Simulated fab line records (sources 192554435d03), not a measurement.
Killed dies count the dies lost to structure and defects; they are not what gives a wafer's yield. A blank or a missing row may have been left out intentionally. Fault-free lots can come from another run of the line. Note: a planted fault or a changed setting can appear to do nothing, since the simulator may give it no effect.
Matching of chambers ; flow n5-finfet ; N5_DUMMY_GATE_ETCH_32 on rie-si-05: 4 sister chambers
The step etches SiO2 in CF4, target depth 3.5 nm, time 3.9 s. 4 wafers are shown with their chamber, then 7 later ones without.

WAFERS, EACH WITH ITS CHAMBER
wafer;chamber;throttle-valve-pct (%)
L090.6;3;21.57
L092.2;0;21.90
L093.1;1;21.43
L093.3;2;22.03

WAFERS WITH NO CHAMBER GIVEN
wafer;throttle-valve-pct (%)
L093.4;21.89
L095.2;21.44
L095.4;21.87
L095.5;21.59
L097.1;21.59
L097.4;21.45
L097.6;21.89

EACH ONE'S CHAMBER
wafer;from the rows above;in truth
L093.4;0;0
L095.2;1;1
L095.4;0;0
L095.5;3;3
L097.1;3;3
L097.4;1;1
L097.6;0;0
7 of 7 placed correctly. From these rows, 0 cannot be placed. Placed wrongly: 0.
How it was worked out, from the rows above alone: a wafer's distance from a chamber is the root of the sum, over the readings, of the square of ((its reading less the chamber's mean) divided by the reading's scatter). If the next closest chamber is less than 2 further off than the closest, the wafer can't be placed; otherwise it belongs to the closest. A chamber's mean is the mean of its shown wafers. The scatter: with one shown wafer a chamber, the root of the mean of the squares of how far each hidden wafer lies from its nearest shown one.
